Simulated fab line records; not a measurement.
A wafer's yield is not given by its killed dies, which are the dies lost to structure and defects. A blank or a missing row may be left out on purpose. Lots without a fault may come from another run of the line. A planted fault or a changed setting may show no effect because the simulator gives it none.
fab line records || flow n5-finfet
record {"lots": 5, "wafers": 12, "last-day": 17}
route steps=1938 shown WELL_APT@51 PMOS_HMC_CHANNEL_EPI@57 BEOL_M4@1111
lots that met no fault: taken from a fault-free run of the same line
start-h: start of the lot's first displayed wafer, in hours after the record's first day || wait-h: how many hours have passed since the lot's step before this one || " unchanged from the row above || L1.1+2: a single row standing in for several wafers || - no value present, or no start provided || * or withheld: withheld || < > ~ a bound
route shown NAME@n: NAME is a module with steps in the file, n the number in the route of the first one || usual: average and standard deviation across the fault-free wafers || same: alike in all rows || chamber/n: place in a boat || sites: the reading at each site || _std_site: the values' standard deviation || _edge_site: mean of outer sites minus mean of inner sites || radius-mm: for every site, how far away it sits from the centre of the wafer || mask NAME#n: copy n || behind: the most recent tool/chamber to have shaped the wafer || hold: the reason the lot was held/the length of the hold in hours/how it ended || device: transistor that didn't switch, given as n, p or np || end of line: the tests these same wafers got at the end of their route || step lacking rows: just its recipe || killed: dies that structure and defects cost at the first sort, which is not the same as the wafer's yield || map: shows each die of a wafer: x if killed, . if not, _ if none is there
set.NAME: the setting that was run; set.NAME@STEP: the one run at that earlier step || model.NAME: the simulator's own value behind a step, which no gauge read
a table for each step, a row for each wafer; lots at some steps of the route
services: a tool's chamber out of use, with start hour (start-h, from the record's first day; less than 0 if before it), hours out, and reason
## steps
# step N5_WELL_APT_OXIDE_STRIP_42
# recipe {"chemistry": "dHF", "dilution": "25:1", "time-s": 45, "temp-c": 25, "target": "SiO2", "target-depth-a": 120}
# step N5_WELL_APT_PRECLEAN_36
# recipe {"chemistry": "O3/DIW", "time-s": 45, "temp-c": 22, "o3-ppm": 10}
# step N5_WELL_APT_PRECLEAN_39
# recipe {"chemistry": "dHF", "time-s": 60, "dilution": "150:1", "temp-c": 25}
# step N5_WELL_APT_SRD_37
# recipe {"dry": "ipa-marangoni", "do-ppb": 5, "time-s": 30, "temp-c": 23, "rinse-liquid": "diw"}
# step N5_WELL_APT_EPI_41
# recipe {"material": "Si", "target-thk-a": 500, "temp-c": 650, "precursor": "SiH4/H2", "pressure-torr": 20, "time-s": 297.7}
# step N5_PMOS_HMC_CHANNEL_EPI_HM_DEP_34
# recipe {"material": "SiO2", "target-thk-a": 360, "temp-c": 400, "precursor": "TEOS/O2", "pressure-torr": 6.5, "rf-w": 900, "teos-flow-sccm": 161.4, "gas": "O2", "flow-sccm": 2650, "time-s": 6.9}
# step N5_PMOS_HMC_CHANNEL_EPI_COAT_31
# recipe {"resist": "BARC", "temp-c": 205, "time-s": 60, "spin-rpm": 1500, "resist-thk-nm": 66}
# step N5_PMOS_HMC_CHANNEL_EPI_COAT_03
# recipe {"resist": "CAR-ArF-block", "spin-rpm": 1500, "resist-thk-nm": 205}
# step N5_PMOS_HMC_CHANNEL_EPI_EBR_05
# recipe {"solvent": "PGMEA", "ebr-width-mm": 1.5}
# step N5_PMOS_HMC_CHANNEL_EPI_SOFTBAKE_04
# recipe {"temp-c": 110, "time-s": 60, "resist": "CAR-ArF-block"}
# step N5_PMOS_HMC_CHANNEL_EPI_EXPOSE_06
# recipe {"mask-id": "PMOS_HMC_BLK", "na": 1.35, "source-shape": "conventional", "sigma-outer": 0.8, "polarization": "unpolarized", "target-cd-nm": 240, "dose-mj": 41}
# step N5_PMOS_HMC_CHANNEL_EPI_PEB_07
# recipe {"peb-temp-c": 110, "peb-time-s": 60, "resist": "CAR-ArF-block"}
# usual {"chill-plate-temp-C": "22.99/0.1", "heater-power-total-W": "175.4/1.6"}
{"lot.wafer": "L524.2", "tool": "litho-track-01", "chamber": 0, "start-h": 53.31, "wait-h": 0.0, "chill-plate-temp-C": 22.93, "heater-power-total-W": 173.2}
{"lot.wafer": "L524.5", "tool": "litho-track-01", "chamber": 0, "start-h": 53.31, "wait-h": 0.0, "chill-plate-temp-C": 23.00, "heater-power-total-W": 176.8}
{"lot.wafer": "L524.6", "tool": "litho-track-01", "chamber": 0, "start-h": 53.31, "wait-h": 0.0, "chill-plate-temp-C": 22.99, "heater-power-total-W": 177.0}
{"lot.wafer": "L528.1", "tool": "litho-track-05", "chamber": 0, "start-h": 77.24, "wait-h": 0.1, "chill-plate-temp-C": 23.05, "heater-power-total-W": 174.1}
{"lot.wafer": "L528.2", "tool": "litho-track-05", "chamber": 0, "start-h": 77.24, "wait-h": 0.1, "chill-plate-temp-C": 23.04, "heater-power-total-W": 177.2}
{"lot.wafer": "L528.5", "tool": "litho-track-05", "chamber": 0, "start-h": 77.24, "wait-h": 0.1, "chill-plate-temp-C": 23.02, "heater-power-total-W": 177.2}
{"lot.wafer": "L530.2", "tool": "litho-track-01", "chamber": 0, "start-h": 89.11, "wait-h": 0.0, "chill-plate-temp-C": 22.91, "heater-power-total-W": 183.8}
{"lot.wafer": "L530.6", "tool": "litho-track-01", "chamber": 0, "start-h": 89.11, "wait-h": 0.0, "chill-plate-temp-C": 22.97, "heater-power-total-W": 173.0}
{"lot.wafer": "L532.1", "tool": "litho-track-01", "chamber": 0, "start-h": 101.54, "wait-h": 0.1, "chill-plate-temp-C": 22.94, "heater-power-total-W": 185.6}
{"lot.wafer": "L532.4", "tool": "litho-track-01", "chamber": 0, "start-h": 101.54, "wait-h": 0.1, "chill-plate-temp-C": 22.80, "heater-power-total-W": 173.0}
{"lot.wafer": "L533.1", "tool": "litho-track-01", "chamber": 0, "start-h": 107.97, "wait-h": 0.1, "chill-plate-temp-C": 23.13, "heater-power-total-W": 183.5}
{"lot.wafer": "L533.4", "tool": "litho-track-01", "chamber": 0, "start-h": 107.97, "wait-h": 0.1, "chill-plate-temp-C": 23.12, "heater-power-total-W": 173.1}
# step N5_PMOS_HMC_CHANNEL_EPI_DEVELOP_08
# recipe {"develop-time-s": 30, "developer": "TMAH", "resist": "CAR-ArF-block", "dev-temp-c": 23, "rinse-liquid": "diw", "dry": "air-spin"}
# step N5_PMOS_HMC_CHANNEL_EPI_CD_MEAS_09
# recipe {"target-cd-nm": 237.4, "landing-energy-ev": 500, "detector": "se-inlens"}
# usual {"cd-nm": "237.4/0.96"}
{"lot.wafer": "L524.2", "tool": "cd-sem-01", "chamber": 0, "start-h": 53.38, "wait-h": "-", "cd-nm": 236.2}
{"lot.wafer": "L524.5", "tool": "cd-sem-01", "chamber": 0, "start-h": 53.38, "wait-h": "-", "cd-nm": 236.3}
{"lot.wafer": "L524.6", "tool": "cd-sem-01", "chamber": 0, "start-h": 53.38, "wait-h": "-", "cd-nm": 237.1}
{"lot.wafer": "L528.1", "tool": "cd-sem-03", "chamber": 0, "start-h": 77.31, "wait-h": "-", "cd-nm": 235.4}
{"lot.wafer": "L528.2", "tool": "cd-sem-03", "chamber": 0, "start-h": 77.31, "wait-h": "-", "cd-nm": 236.7}
{"lot.wafer": "L528.5", "tool": "cd-sem-03", "chamber": 0, "start-h": 77.31, "wait-h": "-", "cd-nm": 237.6}
{"lot.wafer": "L530.2", "tool": "cd-sem-02", "chamber": 0, "start-h": 89.18, "wait-h": "-", "cd-nm": 234.5}
{"lot.wafer": "L530.6", "tool": "cd-sem-02", "chamber": 0, "start-h": 89.18, "wait-h": "-", "cd-nm": 237.8}
{"lot.wafer": "L532.1", "tool": "cd-sem-02", "chamber": 0, "start-h": 101.61, "wait-h": "-", "cd-nm": 234.6}
{"lot.wafer": "L532.4", "tool": "cd-sem-02", "chamber": 0, "start-h": 101.61, "wait-h": "-", "cd-nm": 236.7}
{"lot.wafer": "L533.1", "tool": "cd-sem-01", "chamber": 0, "start-h": 108.04, "wait-h": "-", "cd-nm": 235.5}
{"lot.wafer": "L533.4", "tool": "cd-sem-01", "chamber": 0, "start-h": 108.04, "wait-h": "-", "cd-nm": 238.1}
# step N5_PMOS_HMC_CHANNEL_EPI_DESCUM_14
# recipe {"chemistry": "O2", "time-s": 7.9, "source-power-w": 50, "bias-power-w": 20, "pressure-mtorr": 20, "rf-frequency-hz": 2.712e+07, "temp-c": 40, "resist": "CAR-ArF-block", "o2-flow-sccm": 225}
# usual {"drypump-motor-current-A": "5.9/0.34", "oes-product-au": "0.77/0.092", "rf-vpp-V": "243.5/1.5", "showerhead-plenum-p-Torr": "2.11/0.075", "temp-c": "39.99/0.11", "throttle-valve-pct": "20.52/0.21"}
{"lot.wafer": "L524.2", "tool": "rie-diel-02", "chamber": 1, "start-h": 53.64, "wait-h": 0.2, "drypump-motor-current-A": 5.7, "oes-product-au": 0.68, "rf-hours-counter-h": 231, "rf-vpp-V": 245.5, "showerhead-plenum-p-Torr": 2.13, "temp-c": 40.16, "throttle-valve-pct": 20.33, "model.PMOS_HMC_CHANNEL_EPI.cd-nm": 236.5}
{"lot.wafer": "L524.5", "tool": "rie-diel-02", "chamber": 3, "start-h": 53.64, "wait-h": 0.2, "drypump-motor-current-A": 6.3, "oes-product-au": 0.68, "rf-hours-counter-h": "-", "rf-vpp-V": 241.9, "showerhead-plenum-p-Torr": 1.98, "temp-c": 40.23, "throttle-valve-pct": 20.72, "model.PMOS_HMC_CHANNEL_EPI.cd-nm": 236.2}
{"lot.wafer": "L524.6", "tool": "rie-diel-02", "chamber": 2, "start-h": 53.64, "wait-h": 0.2, "drypump-motor-current-A": 6.2, "oes-product-au": 0.71, "rf-hours-counter-h": "-", "rf-vpp-V": 242.1, "showerhead-plenum-p-Torr": 2.08, "temp-c": 40.00, "throttle-valve-pct": 20.26, "model.PMOS_HMC_CHANNEL_EPI.cd-nm": 237.4}
{"lot.wafer": "L528.1", "tool": "rie-diel-01", "chamber": 3, "start-h": 77.40, "wait-h": 0.0, "drypump-motor-current-A": 5.9, "oes-product-au": 0.89, "rf-hours-counter-h": 30, "rf-vpp-V": 244.1, "showerhead-plenum-p-Torr": 2.12, "temp-c": 39.95, "throttle-valve-pct": 20.34, "model.PMOS_HMC_CHANNEL_EPI.cd-nm": 235.4}
{"lot.wafer": "L528.2", "tool": "rie-diel-01", "chamber": 2, "start-h": 77.40, "wait-h": 0.0, "drypump-motor-current-A": 5.8, "oes-product-au": 0.71, "rf-hours-counter-h": 227, "rf-vpp-V": 240.6, "showerhead-plenum-p-Torr": 1.98, "temp-c": 40.01, "throttle-valve-pct": 20.61, "model.PMOS_HMC_CHANNEL_EPI.cd-nm": 236.5}
{"lot.wafer": "L528.5", "tool": "rie-diel-01", "chamber": 2, "start-h": 77.40, "wait-h": 0.0, "drypump-motor-current-A": 5.9, "oes-product-au": 0.71, "rf-hours-counter-h": "-", "rf-vpp-V": 240.9, "showerhead-plenum-p-Torr": 1.97, "temp-c": 40.12, "throttle-valve-pct": 20.61, "model.PMOS_HMC_CHANNEL_EPI.cd-nm": 237.5}
{"lot.wafer": "L530.2", "tool": "rie-diel-02", "chamber": 0, "start-h": 89.27, "wait-h": 0.0, "drypump-motor-current-A": 5.4, "oes-product-au": 0.78, "rf-hours-counter-h": 140, "rf-vpp-V": 245.5, "showerhead-plenum-p-Torr": 2.17, "temp-c": 39.99, "throttle-valve-pct": 20.81, "model.PMOS_HMC_CHANNEL_EPI.cd-nm": 234}
{"lot.wafer": "L530.6", "tool": "rie-diel-02", "chamber": 2, "start-h": 89.27, "wait-h": 0.0, "drypump-motor-current-A": 6.1, "oes-product-au": 0.71, "rf-hours-counter-h": "-", "rf-vpp-V": 242.9, "showerhead-plenum-p-Torr": 2.07, "temp-c": 40.00, "throttle-valve-pct": 20.29, "model.PMOS_HMC_CHANNEL_EPI.cd-nm": 237.9}
{"lot.wafer": "L532.1", "tool": "rie-diel-01", "chamber": 3, "start-h": 101.76, "wait-h": 0.1, "drypump-motor-current-A": 5.8, "oes-product-au": 0.89, "rf-hours-counter-h": 33, "rf-vpp-V": 244.0, "showerhead-plenum-p-Torr": 2.12, "temp-c": 39.98, "throttle-valve-pct": 20.34, "model.PMOS_HMC_CHANNEL_EPI.cd-nm": 234.5}
{"lot.wafer": "L532.4", "tool": "rie-diel-01", "chamber": 0, "start-h": 101.76, "wait-h": 0.1, "drypump-motor-current-A": 6.3, "oes-product-au": 0.89, "rf-hours-counter-h": 28, "rf-vpp-V": 243.6, "showerhead-plenum-p-Torr": 2.12, "temp-c": 39.93, "throttle-valve-pct": 20.50, "model.PMOS_HMC_CHANNEL_EPI.cd-nm": 236.7}
{"lot.wafer": "L533.1", "tool": "rie-diel-02", "chamber": 0, "start-h": 108.13, "wait-h": 0.0, "drypump-motor-current-A": 5.5, "oes-product-au": 0.78, "rf-hours-counter-h": 142, "rf-vpp-V": 244.1, "showerhead-plenum-p-Torr": 2.17, "temp-c": 40.06, "throttle-valve-pct": 20.80, "model.PMOS_HMC_CHANNEL_EPI.cd-nm": 235.2}
{"lot.wafer": "L533.4", "tool": "rie-diel-02", "chamber": 3, "start-h": 108.13, "wait-h": 0.0, "drypump-motor-current-A": 6.2, "oes-product-au": 0.97, "rf-hours-counter-h": 6, "rf-vpp-V": 246.3, "showerhead-plenum-p-Torr": 2.24, "temp-c": 40.26, "throttle-valve-pct": 20.36, "model.PMOS_HMC_CHANNEL_EPI.cd-nm": 238.4}
# step N5_PMOS_HMC_CHANNEL_EPI_ETCH_32
# recipe {"chemistry": "N2/H2", "target": "BARC", "stop-on": "SiO2", "target-depth-a": 858, "over-etch-frac": 0.3, "time-s": 50.3, "ion-energy-ev": 200, "mask-material": "CAR-ArF-block", "pressure-mtorr": 30, "source-w": 840, "bias-w": 150, "n2-flow-sccm": 200, "h2-flow-sccm": 200}
# step N5_PMOS_HMC_CHANNEL_EPI_HM_OPEN_15
# recipe {"chemistry": "CHF3/O2", "target": "SiO2", "mask-material": "CAR-ArF-block", "target-depth-a": 406, "CHF3_flow_sccm": 50, "O2_flow_sccm": 5, "Ar_flow_sccm": 200, "time-s": 20.3, "pressure-mtorr": 30, "source-w": 650, "bias-w": 170, "ion-energy-ev": 200}
# step N5_PMOS_HMC_CHANNEL_EPI_STRIP_33
# recipe {"chemistry": "N2/H2", "power-w": 500, "temp-c": 40, "pressure-mtorr": 50, "rf-frequency-hz": 6e+07, "overash-fraction": 0.3, "bias-power-w": 8, "h2-frac": 0.5, "n2-flow-sccm": 300, "h2-flow-sccm": 300}
# step N5_PMOS_HMC_CHANNEL_EPI_STRIP_17
# recipe {"chemistry": "SPM", "time-s": 750, "temp-c": 130, "h2so4-h2o2-vol-ratio": 4, "dry": "ipa-marangoni"}
# step N5_PMOS_HMC_CHANNEL_EPI_ETCH_38
# recipe {"chemistry": "CF4", "target": "SiO2", "target-depth-a": 15, "ion-energy-ev": 350, "pressure-mtorr": 10, "icp-w": 800, "bias-w": 400, "cf4-flow-sccm": 80}
# step N5_PMOS_HMC_CHANNEL_EPI_FIN_RECESS_16
# recipe {"chemistry": "HBr/Cl2", "target": "Si", "mask-material": "SiO2", "target-depth-a": 540, "time-s": 18, "pressure-mtorr": 10, "icp-w": 800, "bias-w": 75, "HBr_flow_sccm": 150, "Cl2_flow_sccm": 80}
# usual {"drypump-motor-current-A": "5.7/0.4", "oes-product-au": "1.003/0.015", "throttle-valve-pct": "35.5/0.35"}
{"lot.wafer": "L524.2", "tool": "rie-si-04", "chamber": 3, "start-h": 54.09, "wait-h": 0.0, "drypump-motor-current-A": 5.9, "oes-product-au": 1.006, "rf-hours-counter-h": 79, "throttle-valve-pct": 36.1, "model.PMOS_HMC_CHANNEL_EPI.cd-nm": 239.3}
{"lot.wafer": "L524.5", "tool": "rie-si-04", "chamber": 3, "start-h": 54.09, "wait-h": 0.0, "drypump-motor-current-A": 5.9, "oes-product-au": 0.999, "rf-hours-counter-h": "-", "throttle-valve-pct": 36.1, "model.PMOS_HMC_CHANNEL_EPI.cd-nm": 238.6}
{"lot.wafer": "L524.6", "tool": "rie-si-04", "chamber": 2, "start-h": 54.09, "wait-h": 0.0, "drypump-motor-current-A": 6.1, "oes-product-au": 1.014, "rf-hours-counter-h": "-", "throttle-valve-pct": 35.0, "model.PMOS_HMC_CHANNEL_EPI.cd-nm": 239.1}
{"lot.wafer": "L528.1", "tool": "rie-si-04", "chamber": 0, "start-h": 77.86, "wait-h": 0.0, "drypump-motor-current-A": 5.2, "oes-product-au": 1.006, "rf-hours-counter-h": 189, "throttle-valve-pct": 35.2, "model.PMOS_HMC_CHANNEL_EPI.cd-nm": 237.8}
{"lot.wafer": "L528.2", "tool": "rie-si-04", "chamber": 1, "start-h": 77.86, "wait-h": 0.0, "drypump-motor-current-A": 5.1, "oes-product-au": 0.991, "rf-hours-counter-h": 5, "throttle-valve-pct": 35.2, "model.PMOS_HMC_CHANNEL_EPI.cd-nm": 239.2}
{"lot.wafer": "L528.5", "tool": "rie-si-04", "chamber": 2, "start-h": 77.86, "wait-h": 0.0, "drypump-motor-current-A": 6.2, "oes-product-au": 1.012, "rf-hours-counter-h": "-", "throttle-valve-pct": 35.0, "model.PMOS_HMC_CHANNEL_EPI.cd-nm": 240.3}
{"lot.wafer": "L530.2", "tool": "rie-si-03", "chamber": 3, "start-h": 89.72, "wait-h": 0.0, "drypump-motor-current-A": 6.1, "oes-product-au": 0.983, "rf-hours-counter-h": 13, "throttle-valve-pct": 35.4, "model.PMOS_HMC_CHANNEL_EPI.cd-nm": 236.3}
{"lot.wafer": "L530.6", "tool": "rie-si-03", "chamber": 3, "start-h": 89.72, "wait-h": 0.0, "drypump-motor-current-A": 6.1, "oes-product-au": 0.978, "rf-hours-counter-h": "-", "throttle-valve-pct": 35.4, "model.PMOS_HMC_CHANNEL_EPI.cd-nm": 239.3}
{"lot.wafer": "L532.1", "tool": "rie-si-05", "chamber": 0, "start-h": 102.22, "wait-h": 0.0, "drypump-motor-current-A": 5.2, "oes-product-au": 0.983, "rf-hours-counter-h": 45, "throttle-valve-pct": 35.5, "model.PMOS_HMC_CHANNEL_EPI.cd-nm": 237.4}
{"lot.wafer": "L532.4", "tool": "rie-si-05", "chamber": 3, "start-h": 102.22, "wait-h": 0.0, "drypump-motor-current-A": 5.8, "oes-product-au": 1.013, "rf-hours-counter-h": 147, "throttle-valve-pct": 35.0, "model.PMOS_HMC_CHANNEL_EPI.cd-nm": 239.7}
{"lot.wafer": "L533.1", "tool": "rie-si-05", "chamber": 3, "start-h": 108.59, "wait-h": 0.0, "drypump-motor-current-A": 5.8, "oes-product-au": 1.018, "rf-hours-counter-h": 147, "throttle-valve-pct": 35.0, "model.PMOS_HMC_CHANNEL_EPI.cd-nm": 237.9}
{"lot.wafer": "L533.4", "tool": "rie-si-05", "chamber": 0, "start-h": 108.59, "wait-h": 0.0, "drypump-motor-current-A": 5.2, "oes-product-au": 0.980, "rf-hours-counter-h": 45, "throttle-valve-pct": 35.5, "model.PMOS_HMC_CHANNEL_EPI.cd-nm": 242.2}
# step N5_PMOS_HMC_CHANNEL_EPI_PRECLEAN_36
# recipe {"chemistry": "O3/DIW", "time-s": 45, "temp-c": 22, "o3-ppm": 10}
# step N5_BEOL_M4_RC_MEAS_101
# usual {"DIBL_N": "36.0/2.2", "DIBL_P": "36.2/2.4", "IOFF_N": "0.16/0.035", "IOFF_P": "0.21/0.037", "ION_N": "672/13", "ION_P": "461/7", "SS_N": "71.4/0.69", "SS_P": "73.2/0.75", "VT_N": "250/3.4", "VT_P": "-251/3"}
{"lot.wafer": "L524.2", "tool": "prober-01", "chamber": 0, "start-h": 235.24, "wait-h": 0.2, "DIBL_N[mV/V]": 34.4, "DIBL_P[mV/V]": 35.1, "IOFF_N[nA/um]": 0.12, "IOFF_P[nA/um]": 0.18, "ION_N[uA/um]": 659, "ION_P[uA/um]": 460, "SS_N[mV/dec]": 70.6, "SS_P[mV/dec]": 72.7, "VT_N[mV]": 252, "VT_P[mV]": -253}
{"lot.wafer": "L524.5", "tool": "prober-01", "chamber": 0, "start-h": 235.24, "wait-h": 0.2, "DIBL_N[mV/V]": 33.4, "DIBL_P[mV/V]": 33.9, "IOFF_N[nA/um]": 0.11, "IOFF_P[nA/um]": 0.16, "ION_N[uA/um]": 656, "ION_P[uA/um]": 456, "SS_N[mV/dec]": 70.9, "SS_P[mV/dec]": 71.4, "VT_N[mV]": 255, "VT_P[mV]": -252}
{"lot.wafer": "L524.6", "tool": "prober-01", "chamber": 0, "start-h": 235.24, "wait-h": 0.2, "DIBL_N[mV/V]": 34.6, "DIBL_P[mV/V]": 34.9, "IOFF_N[nA/um]": 0.13, "IOFF_P[nA/um]": 0.18, "ION_N[uA/um]": 675, "ION_P[uA/um]": 465, "SS_N[mV/dec]": 70.5, "SS_P[mV/dec]": 72.5, "VT_N[mV]": 251, "VT_P[mV]": -252}
{"lot.wafer": "L528.1", "tool": "prober-02", "chamber": 0, "start-h": 264.42, "wait-h": 0.0, "DIBL_N[mV/V]": 35.7, "DIBL_P[mV/V]": 36.6, "IOFF_N[nA/um]": 0.16, "IOFF_P[nA/um]": 0.26, "ION_N[uA/um]": 674, "ION_P[uA/um]": 473, "SS_N[mV/dec]": 71.2, "SS_P[mV/dec]": 73.6, "VT_N[mV]": 250, "VT_P[mV]": -249}
{"lot.wafer": "L528.2", "tool": "prober-02", "chamber": 0, "start-h": 264.42, "wait-h": 0.0, "DIBL_N[mV/V]": 36.3, "DIBL_P[mV/V]": 35.6, "IOFF_N[nA/um]": 0.16, "IOFF_P[nA/um]": 0.24, "ION_N[uA/um]": 670, "ION_P[uA/um]": 464, "SS_N[mV/dec]": 71.5, "SS_P[mV/dec]": 73.7, "VT_N[mV]": 248, "VT_P[mV]": -247}
{"lot.wafer": "L528.5", "tool": "prober-02", "chamber": 0, "start-h": 264.42, "wait-h": 0.0, "DIBL_N[mV/V]": 34.7, "DIBL_P[mV/V]": 33.7, "IOFF_N[nA/um]": 0.14, "IOFF_P[nA/um]": 0.21, "ION_N[uA/um]": 664, "ION_P[uA/um]": 467, "SS_N[mV/dec]": 71.6, "SS_P[mV/dec]": 72.2, "VT_N[mV]": 252, "VT_P[mV]": -249}
{"lot.wafer": "L530.2", "tool": "prober-02", "chamber": 0, "start-h": 271.29, "wait-h": 0.2, "DIBL_N[mV/V]": 37.4, "DIBL_P[mV/V]": 36.5, "IOFF_N[nA/um]": 0.17, "IOFF_P[nA/um]": 0.20, "ION_N[uA/um]": 677, "ION_P[uA/um]": 461, "SS_N[mV/dec]": 70.9, "SS_P[mV/dec]": 73.8, "VT_N[mV]": 249, "VT_P[mV]": -253}
{"lot.wafer": "L530.6", "tool": "prober-02", "chamber": 0, "start-h": 271.29, "wait-h": 0.2, "DIBL_N[mV/V]": 37.8, "DIBL_P[mV/V]": 37.1, "IOFF_N[nA/um]": 0.17, "IOFF_P[nA/um]": 0.21, "ION_N[uA/um]": 687, "ION_P[uA/um]": 464, "SS_N[mV/dec]": 71.2, "SS_P[mV/dec]": 73.6, "VT_N[mV]": 248, "VT_P[mV]": -250}
{"lot.wafer": "L533.1", "tool": "prober-02", "chamber": 0, "start-h": 299.45, "wait-h": 0.0, "DIBL_N[mV/V]": 37.9, "DIBL_P[mV/V]": 40.2, "IOFF_N[nA/um]": 0.21, "IOFF_P[nA/um]": 0.28, "ION_N[uA/um]": 686, "ION_P[uA/um]": 467, "SS_N[mV/dec]": 71.3, "SS_P[mV/dec]": 74.3, "VT_N[mV]": 245, "VT_P[mV]": -246}
{"lot.wafer": "L533.4", "tool": "prober-02", "chamber": 0, "start-h": 299.45, "wait-h": 0.0, "DIBL_N[mV/V]": 34.5, "DIBL_P[mV/V]": 35.1, "IOFF_N[nA/um]": 0.14, "IOFF_P[nA/um]": 0.20, "ION_N[uA/um]": 656, "ION_P[uA/um]": 456, "SS_N[mV/dec]": 71.1, "SS_P[mV/dec]": 73.0, "VT_N[mV]": 249, "VT_P[mV]": -252}
{"lot.wafer": "L532.1", "tool": "prober-02", "chamber": 0, "start-h": 302.11, "wait-h": 0.0, "DIBL_N[mV/V]": 34.2, "DIBL_P[mV/V]": 34.2, "IOFF_N[nA/um]": 0.13, "IOFF_P[nA/um]": 0.17, "ION_N[uA/um]": 652, "ION_P[uA/um]": 448, "SS_N[mV/dec]": 71.5, "SS_P[mV/dec]": 73.1, "VT_N[mV]": 256, "VT_P[mV]": -253}
{"lot.wafer": "L532.4", "tool": "prober-02", "chamber": 0, "start-h": 302.11, "wait-h": 0.0, "DIBL_N[mV/V]": 35.8, "DIBL_P[mV/V]": 36.4, "IOFF_N[nA/um]": 0.15, "IOFF_P[nA/um]": 0.20, "ION_N[uA/um]": 672, "ION_P[uA/um]": 458, "SS_N[mV/dec]": 71.1, "SS_P[mV/dec]": 73.3, "VT_N[mV]": 252, "VT_P[mV]": -253}
## services
{"tool": "litho-track-01", "chamber": "-", "start-h": 32.70, "hours": "-", "kind": "consumable-replace:filter"}
{"tool": "rie-si-05", "chamber": 2, "start-h": 48.90, "hours": 11.0, "kind": "repair"}
{"tool": "rie-si-03", "chamber": "-", "start-h": 57.21, "hours": 0.3, "kind": "repair"}
{"tool": "rie-diel-02", "chamber": 3, "start-h": 58.21, "hours": "-", "kind": "clean"}
{"tool": "rie-diel-02", "chamber": 3, "start-h": 58.21, "hours": "-", "kind": "consumable-replace:focus-ring"}
{"tool": "rie-diel-02", "chamber": 3, "start-h": 58.21, "hours": "-", "kind": "consumable-replace:showerhead"}
{"tool": "rie-diel-02", "chamber": 3, "start-h": 58.21, "hours": 20.1, "kind": "scheduled-down"}
{"tool": "rie-diel-02", "chamber": 3, "start-h": 58.21, "hours": 20.1, "kind": "vent-cycle"}
{"tool": "rie-diel-01", "chamber": 3, "start-h": 78.87, "hours": 5.7, "kind": "repair"}
## key
first-sign {"step": "N5_PMOS_HMC_CHANNEL_EPI_PEB_07", "reading": "heater-power-total-W", "direction": "up", "sigmas": 5.7, "usual": "*", "struck": "*"}
effect {"step": "N5_PMOS_HMC_CHANNEL_EPI_CD_MEAS_09", "reading": "cd-nm", "direction": "down", "sigmas": 2.6, "usual": 237.4, "struck": 234.9}
model-effect {"step": "N5_PMOS_HMC_CHANNEL_EPI_DESCUM_14", "value": "PMOS_HMC_CHANNEL_EPI.cd-nm", "without": 237.9, "struck": 234.6}
model-effect {"step": "N5_PMOS_HMC_CHANNEL_EPI_FIN_RECESS_16", "value": "PMOS_HMC_CHANNEL_EPI.cd-nm", "without": 240.6, "struck": 237.2}
met-at N5_PMOS_HMC_CHANNEL_EPI_PEB_07
struck-wafers L530.2,L532.1,L533.1
onset-between 53.31 89.11
fault {"kind": "process-parameter-drift", "tool": "litho-track-01", "chamber": "-", "onset-h": 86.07, "steps": "N5_PMOS_HMC_CHANNEL_EPI_PEB_07", "channel": "peb-time-s", "offset": "*", "shape": "step", "end-h": 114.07, "scope": "struck-wafers-only", "acts-in": "*", "stated": "*"}
